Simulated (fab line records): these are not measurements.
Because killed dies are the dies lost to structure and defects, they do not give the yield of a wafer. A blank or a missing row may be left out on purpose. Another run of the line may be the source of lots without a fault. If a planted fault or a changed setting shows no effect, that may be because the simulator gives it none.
Matching of chambers    flow n5-finfet    N5_BEOL_M12_ETCH_59 on rie-diel-03: 4 sister chambers
The step etches BARC in N2/H2, target depth 89 nm, overetch 26.7 nm, time 67.9 s. 8 wafers are shown with their chamber, then 10 later ones without.

## WAFERS, EACH WITH ITS CHAMBER
wafer   chamber  drypump-motor-current-A (A)  showerhead-plenum-p-Torr (Torr)
L086.4  2        5.6                          2.44
L089.3  2        5.6                          2.43
L089.5  1        6.2                          2.52
L094.1  0        5.2                          2.62
L094.2  1        6.3                          2.52
L094.3  3        5.7                          2.43
L094.4  3        5.7                          2.43
L094.5  0        5.2                          2.62

## WAFERS MISSING THEIR CHAMBER
wafer   drypump-motor-current-A (A)  showerhead-plenum-p-Torr (Torr)
L094.6  6.3                          2.52
L093.1  5.7                          2.43
L093.2  6.3                          2.52
L093.3  5.2                          2.62
L093.4  6.3                          2.52
L093.5  5.7                          2.43
L093.6  5.2                          2.62
L096.3  5.2                          2.61
L096.4  6.3                          2.52
L096.5  5.7                          2.42

## WHICH CHAMBER EACH ONE RAN IN
wafer   from the rows above  in truth
L094.6  1                    1
L093.1  3                    3
L093.2  1                    1
L093.3  0                    0
L093.4  1                    1
L093.5  3                    3
L093.6  0                    0
L096.3  0                    0
L096.4  1                    1
L096.5  3                    3
10 of 10 placed correctly. Can't be placed from these rows: 0. 0 placed wrongly.
How it was worked out, from the rows above alone: a wafer's distance from a chamber is the root of the sum, over the readings, of the square of ((its reading less the chamber's mean) divided by the reading's scatter). The wafer belongs to the nearest chamber; if the next one is less than 2 further off, it can't be placed. A chamber's mean is the mean of its shown wafers. How the scatter is found: for the shown wafers, subtract from each reading the mean of its chamber, square and add these, divide the total by (wafers less chambers), then take the root.
